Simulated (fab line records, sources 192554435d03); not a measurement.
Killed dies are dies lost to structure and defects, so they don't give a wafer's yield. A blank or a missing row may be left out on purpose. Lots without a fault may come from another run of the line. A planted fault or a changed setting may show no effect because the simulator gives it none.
A struck lot beside a sound one | flow n5_finfet | 16 steps out of a route of 1938
Sound: wafers L217.3, L217.5, L217.6. Struck: wafer L226.2. (L226.4, L226.6 of the same lot were not struck and are left out.) The cause comes at the end.
At each step with rows: each side's tool, then ch and its chambers, then its first start. Under that, the readings that differ: sound wafers | struck wafers | difference of the means | sigmas: that difference in standard deviations of wafers without a fault.
alike: readings whose means differ by less than 2 such deviations, and words and numbers that are the same on both sides. not compared: withheld readings, readings that some wafer has no value for, bounds like >300 that may hide the same value, and numbers for which the record gives no deviation and whose values overlap.
The two part at a step that has a row with sigmas, a row that says differs or no value, or rows on one side only. Numbers that don't overlap but have no deviation are shown without sigmas and don't part them. A reading that every wafer of one side lacks parts them only if that side has two wafers or more.

N5_FIN_CUT_INSPECT_10: inspects for defects (brightfield).
  sound on defect_inspect-01, day 2 14:33; struck on defect_inspect-02, day 5 00:17
  alike: raw_defect_count
N5_FIN_CUT_DESCUM_13: chemistry O2, time 7 s.
  sound on rie_diel-06 ch 1,2, day 2 14:46; struck on rie_diel-06 ch 0, day 5 00:22
  alike: drypump_motor_current_A, oes_product_au, rf_vpp_V, showerhead_plenum_p_Torr, throttle_valve_pct
  not compared: rf_hours_counter_h
then, 1 step without rows for these wafers: N5_FIN_CUT_ETCH_30 (etches underlayer in N2/H2, target depth 13 nm, time 10.4 s).
N5_FIN_CUT_ETCH_20: etches SiARC in CF4, target depth 26 nm, time 43.3 s.
  sound on rie_diel-06 ch 1,2, day 2 14:49; struck on rie_diel-06 ch 0, day 5 00:25
  alike: drypump_motor_current_A, etch_rf_on_time_s, oes_product_au, rf_vpp_V, showerhead_plenum_p_Torr, throttle_valve_pct
  not compared: rf_hours_counter_h
then, 3 steps without rows for these wafers: N5_FIN_CUT_ETCH_21 (etches SOC in N2/H2, target depth 219 nm, overetch 43.8 nm, time 523.5 s); N5_FIN_CUT_STRIP_23 (strips in N2/H2); N5_FIN_CUT_STRIP_31 (strips in N2/H2).
N5_FIN_CUT_STRIP_24: strips in CF4.
  sound on rie_diel-06 ch 1,2, day 2 15:11; struck on rie_diel-06 ch 0, day 5 00:46
  alike: drypump_motor_current_A, oes_product_au, rf_vpp_V, showerhead_plenum_p_Torr, throttle_valve_pct
  not compared: rf_hours_counter_h
then, 2 steps without rows for these wafers: N5_FIN_CUT_CUT_ETCH_26 (etches SiNx in CH3F/O2, target depth 39 nm, time 55.7 s); N5_FIN_CUT_CUT_ETCH_27 (etches SiO2 in CHF3/O2, target depth 4 nm, overetch 2 nm, time 4.9 s).
N5_FIN_CUT_PRECLEAN_35: cleans in vHF, time 13.3 s.
  sound on vapor_etch-02 ch 0,1, day 2 15:20; struck on vapor_etch-01 ch 1, day 5 00:55
  alike: drypump_motor_current_A
N5_FIN_CUT_CUT_ETCH_15: etches Si in HBr/Cl2/O2, target depth 100 nm, bt time 10 s, time 42.4 s.
  sound on rie_si-02 ch 2,3, day 2 15:25; struck on rie_si-01 ch 1, day 5 00:59
  alike: O2_flow_sccm, drypump_motor_current_A, oes_product_au, throttle_valve_pct
  not compared: rf_hours_counter_h
N5_FIN_CUT_CUT_ETCH_28: etches Si in HBr/Cl2/O2, target depth 6 nm, time 2.4 s.
  sound on rie_si-02 ch 2,3, day 2 15:28; struck on rie_si-01 ch 1, day 5 01:02
  reading                  | sound             | struck | difference | sigmas
  model.etch.depth_nm (nm) | 6.052 6.109 6.063 | 7.688  | +1.613     |
  alike: O2_flow_sccm, drypump_motor_current_A, oes_product_au, throttle_valve_pct
  not compared: rf_hours_counter_h
then, 1 step without rows for these wafers: N5_FIN_CUT_STRIP_22 (strips in N2/H2).
-- the record jumps here: 6 days lie between the struck wafers' starts before and after (it left off in module FIN_CUT and takes up again in module BEOL_M4, whose first step shown is number 1111 of the route) --
N5_BEOL_M4_RC_MEAS_101:
  sound on prober-02 ch 0, day 7 22:05; struck on prober-02 ch 0, day 10 22:55
  alike: DIBL_N, DIBL_P, IOFF_N, IOFF_P, ION_N, ION_P, SS_N, SS_P, VT_N, VT_P
then, 1 step without rows for these wafers: N5_PASSIVATION_PROBE_49.

WHERE THEY PART
Nowhere in this record.

WHY: what the simulator had put in
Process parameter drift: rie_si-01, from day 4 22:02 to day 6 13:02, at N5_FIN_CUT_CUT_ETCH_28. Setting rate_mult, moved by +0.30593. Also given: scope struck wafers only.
